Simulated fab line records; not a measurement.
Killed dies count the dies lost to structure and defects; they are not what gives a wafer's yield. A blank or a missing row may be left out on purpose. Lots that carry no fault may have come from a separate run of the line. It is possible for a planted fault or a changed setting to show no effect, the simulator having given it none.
fab line records    flow n5-finfet
record lots=7  wafers=21  last-day=17
route steps=1938 shown MIM_BOT_ETCH@1869 PASS1_CAP@1873 TV_LITHO@1875
lots untouched by any fault: they come from a run of this same line in which no faults occurred
start-h: hours from the record's first day to the start of the lot's first wafer shown    wait-h: hours since the lot's step before    " unchanged from the row above    L1.1+2: a single row standing in for several wafers    - no value, or no start given    * or withheld: withheld    < > ~ a bound
route shown NAME@n: NAME is a module with steps in the file, n the number in the route of the first one    usual: the fault-free wafers' mean and standard deviation    same: alike in all rows    chamber/n: place in a boat    sites: each site's reading    _std_site: standard deviation of those values    _edge_site: mean of outer sites minus mean of inner sites    radius-mm: for every site, how far away it sits from the centre of the wafer    mask NAME#n: copy n    behind: tool/chamber where the wafer was last shaped    hold: reason for holding the lot/hours on hold/outcome of the hold    device: names the non-switching transistor (n, p or np)    end of line: the route-end tests of the same wafers    a step given without rows: its recipe and nothing more    killed: at the first sort, the dies lost to defects and structure; wafer yield is something else    map: dies across one wafer; x = killed, . = not, _ = none there
set.NAME: the run value of the setting; set.NAME@STEP: its run value at that earlier step    model.NAME: the simulator's own value behind a step, which no gauge read
lots at some steps of the route; a table a step, a row a wafer
services: when a tool's chamber went out of use (start-h, in hours from the record's first day, below 0 if earlier), for how many hours, and the reason
## steps
# step N5_MIM_BOT_ETCH_STRIP_01
# recipe chemistry=O2  power-w=600  temp-c=60  pressure-mtorr=30  rf-frequency-hz=6e+07  bias-power-w=0  overash-fraction=0.5  o2-flow-sccm=225
# usual drypump-motor-current-A=5.8/0.5  oes-product-au=0.79/0.061  rf-vpp-V=3.6/1.2  showerhead-plenum-p-Torr=2.09/0.074  throttle-valve-pct=16.67/0.21
# same overash-fraction=0.5
lot.wafer  tool         chamber  start-h  wait-h  drypump-motor-current-A  oes-product-au  rf-hours-counter-h  rf-vpp-V  showerhead-plenum-p-Torr  throttle-valve-pct
L794.2     rie-diel-05  1        326.17   0.2     5.9                      0.84            100                 4.4       2.03                      16.74
L794.3     "            3        "        "       6.7                      0.71            200                 5.2       2.07                      16.76
L794.5     "            2        "        "       5.1                      0.82            -                   4.1       2.05                      16.44
L795.1     rie-diel-06  2        334.53   0.1     5.8                      0.83            58                  4.6       2.04                      16.50
L795.4     "            3        "        "       5.4                      0.78            94                  4.7       2.02                      16.28
L795.5     "            2        "        "       5.7                      0.85            -                   2.3       2.04                      16.47
L796.1     rie-diel-05  1        338.95   0.2     5.9                      0.82            106                 4.5       2.03                      16.78
L796.3     "            0        "        "       6.0                      0.82            77                  2.1       2.03                      16.78
L796.4     "            3        "        "       6.6                      0.71            205                 2.6       2.07                      16.81
L797.3     rie-diel-05  3        351.16   0.1     6.7                      0.69            210                 4.0       2.07                      16.80
L797.4     "            0        "        "       6.1                      0.80            82                  3.6       2.03                      16.75
L797.5     "            1        "        "       5.9                      0.79            -                   2.8       2.02                      16.73
L800.1     rie-diel-06  2        360.30   0.2     5.8                      0.82            68                  2.6       2.04                      16.53
L800.5     "            3        "        "       5.5                      0.78            -                   1.6       2.02                      16.30
L800.6     "            0        "        "       5.4                      0.78            -                   4.3       2.19                      16.84
L799.1     rie-diel-05  3        377.79   0.3     6.7                      0.70            220                 1.6       2.06                      16.79
L799.2     "            0        "        "       6.0                      0.80            94                  3.4       2.03                      16.77
L799.6     "            1        "        "       5.9                      0.77            -                   2.3       2.02                      16.74
L802.1     rie-diel-04  0        394.32   0.2     6.6                      0.86            41                  1.8       2.23                      16.31
L802.2     "            3        "        "       5.8                      0.79            99                  3.2       2.11                      16.63
L802.4     "            3        "        "       5.9                      0.78            -                   5.4       2.11                      16.62
# step N5_MIM_BOT_ETCH_STRIP_02
# recipe chemistry=post-etch-residue-remover  time-s=1200  temp-c=72.5
# step N5_MIM_BOT_ETCH_CLEAN_05
# recipe chemistry=IPA  time-s=180  temp-c=25
# step N5_MIM_BOT_ETCH_SRD_06
# recipe dry=ipa-marangoni  time-s=30  temp-c=23  rinse-liquid=diw
# step N5_PASSIVATION_PECVD_55
# recipe material=SiO2  target-thk-a=4000  temp-c=400  precursor=SiH4/N2O  pressure-torr=2.7  rf-w=608  time-s=22.5
# usual heater-power-w=659/74  showerhead-plenum-p-Torr=8.13/0.074  throttle-valve-pct=52/3.1
lot.wafer  tool      chamber  start-h  wait-h  heater-power-w  showerhead-plenum-p-Torr  throttle-valve-pct
L794.2     pecvd-03  2        326.67   0.0     530             8.17                      47
L794.3     "         1        "        "       682             8.04                      55
L794.5     "         1        "        "       690             8.05                      55
L795.1     pecvd-02  1        335.03   0.0     702             8.10                      53
L795.4     "         0        "        "       730             8.16                      51
L795.5     "         2        "        "       654             8.08                      50
L796.1     pecvd-03  2        339.52   0.0     577             8.16                      48
L796.3     "         1        "        "       561             8.03                      55
L796.4     "         2        "        "       607             8.16                      48
L797.3     pecvd-03  2        351.68   0.0     592             8.16                      48
L797.4     "         1        "        "       613             8.05                      55
L797.5     "         2        "        "       614             8.20                      48
L800.1     pecvd-02  2        360.80   0.0     657             8.08                      50
L800.5     "         2        "        "       699             8.09                      50
L800.6     "         1        "        "       819             8.07                      53
L799.1     pecvd-03  0        378.29   0.0     843             8.09                      51
L799.2     "         2        "        "       625             8.16                      48
L799.6     "         1        "        "       658             8.04                      55
L802.1     pecvd-02  1        394.82   0.0     830             8.06                      53
L802.2     "         2        "        "       640             8.08                      50
L802.4     "         2        "        "       671             8.09                      50
# step N5_PASSIVATION_PECVD_01
# recipe material=SiNx  target-thk-a=2000  temp-c=400  precursor=SiH4/NH3/N2  pressure-torr=4.9  rf-w=1406  time-s=43.2
# usual heater-power-w=378/72  showerhead-plenum-p-Torr=8.65/0.05  throttle-valve-pct=29.2/1.7
lot.wafer  tool      chamber  start-h  wait-h  heater-power-w  showerhead-plenum-p-Torr  throttle-valve-pct
L794.2     pecvd-03  2        326.70   0.0     304             8.68                      26.9
L794.3     "         1        "        "       431             8.57                      30.8
L794.5     "         1        "        "       425             8.61                      31.0
L795.1     pecvd-02  1        335.07   0.0     404             8.61                      29.9
L795.4     "         0        "        "       364             8.69                      29.0
L795.5     "         2        "        "       264             8.62                      28.2
L796.1     pecvd-03  2        339.57   0.0     374             8.67                      26.9
L796.3     "         1        "        "       381             8.59                      30.6
L796.4     "         2        "        "       241             8.67                      27.2
L797.3     pecvd-03  2        351.74   0.0     311             8.69                      27.1
L797.4     "         1        "        "       412             8.60                      30.9
L797.5     "         2        "        "       320             8.70                      27.0
L800.1     pecvd-02  2        360.83   0.0     329             8.59                      28.3
L800.5     "         2        "        "       342             8.63                      28.4
L800.6     "         1        "        "       437             8.62                      30.0
L799.1     pecvd-03  0        378.33   0.0     438             8.62                      28.6
L799.2     "         2        "        "       311             8.68                      27.0
L799.6     "         1        "        "       394             8.58                      30.9
L802.1     pecvd-02  1        394.85   0.0     421             8.62                      30.0
L802.2     "         2        "        "       343             8.63                      28.3
L802.4     "         2        "        "       366             8.63                      28.2
# step N5_PASSIVATION_HMDS_03
# recipe time-s=60  temp-c=120
# step N5_PASSIVATION_COAT_04
# recipe spin-rpm=*  resist-thk-nm=*
# step N5_PASSIVATION_EBR_06
# recipe solvent=PGMEA  ebr-width-mm=1.5
# step N5_PASSIVATION_SOFTBAKE_05
# recipe temp-c=100  time-s=90
# step N5_PASSIVATION_EXPOSE_07
# recipe mask-id=TV  na=0.55  source-shape=conventional  sigma-outer=0.8  polarization=unpolarized  defocus-nm=0  target-cd-nm=3000  dose-mj=22.75
# step N5_PASSIVATION_PEB_08
# recipe peb-temp-c=withheld  peb-time-s=*
# step N5_PASSIVATION_DEVELOP_09
# recipe develop-time-s=60  rinse-liquid=diw  dry=air-spin  dev-temp-c=21
# usual chill-plate-temp-C=22.99/0.1  develop-time-s=60/0
lot.wafer  tool            chamber  start-h  wait-h  chill-plate-temp-C  develop-time-s  model.coat_of_PASSIVATION_COAT_04.thk-nm
L794.2     litho-track-02  -        327.15   -       -                   -               *
L794.3     "               -        "        "       -                   -               *
L794.5     "               -        "        "       -                   -               *
L795.1     litho-track-02  -        335.44   -       -                   -               *
L795.4     "               -        "        "       -                   -               *
L795.5     "               -        "        "       -                   -               *
L796.1     litho-track-05  -        339.84   -       -                   -               *
L796.3     "               -        "        "       -                   -               *
L796.4     "               -        "        "       -                   -               *
L797.3     litho-track-01  0        352.57   -       23.01               60              *
L797.4     "               0        "        "       23.06               60              *
L797.5     "               0        "        "       22.99               60              *
L800.1     litho-track-01  0        361.08   -       23.06               60              *
L800.5     "               0        "        "       23.12               60              *
L800.6     "               0        "        "       23.07               60              *
L799.1     litho-track-01  0        382.29   -       22.91               60              *
L799.2     "               0        "        "       23.05               60              *
L799.6     "               0        "        "       22.86               60              *
L802.1     litho-track-02  0        395.19   -       23.09               60              *
L802.2     "               0        "        "       23.09               60              *
L802.4     "               0        "        "       23.09               60              *
# step N5_PASSIVATION_HARDBAKE_11
# recipe temp-c=130  time-s=120
## services
tool         chamber  start-h  hours  kind
pecvd-03     0        336.96   20.2   repair
rie-diel-06  1        343.84   -      clean
rie-diel-06  1        343.84   -      consumable-replace:focus-ring
rie-diel-06  1        343.84   -      consumable-replace:showerhead
rie-diel-06  1        343.84   30.5   scheduled-down
rie-diel-06  1        343.84   30.5   vent-cycle
pecvd-03     -        358.97   2.8    pm
rie-diel-04  2        385.02   -      clean
rie-diel-04  2        385.02   -      consumable-replace:focus-ring
rie-diel-04  2        385.02   27.7   scheduled-down
rie-diel-04  2        385.02   27.7   vent-cycle
pecvd-02     -        389.55   1.0    repair
pecvd-03     -        391.33   0.7    repair
## key
first-sign step=N5_PASSIVATION_DEVELOP_09  reading=tool-record  direction=missing
effect none on later readings
model-effect step=N5_PASSIVATION_DEVELOP_09  value=coat_of_PASSIVATION_COAT_04.thk-nm  without=*  struck=*
met-at N5_PASSIVATION_DEVELOP_09
struck-wafers L794.2,L794.3,L794.5,L795.1,L795.4,L795.5,L796.1,L796.3,L796.4
later-rows-left-out L794.2,L794.3,L794.5,L795.1,L795.4,L795.5,L796.1,L796.3,L796.4
sort-left-out L794.2,L794.3,L794.5,L795.1,L795.4,L795.5,L796.1,L796.3,L796.4
fault kind=skipped-step-whole  tool=litho-track-02,litho-track-05  chamber=-  onset-h=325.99  steps=N5_PASSIVATION_DEVELOP_09  scope=struck-lots-only
# sort-left-out: the simulated sort isn't trusted on such a fault, so these wafers' sort isn't shown, and their yield isn't known
# later-rows-left-out: the simulator's readings of these wafers behind a module that went badly wrong aren't trusted and aren't shown, but for the sort
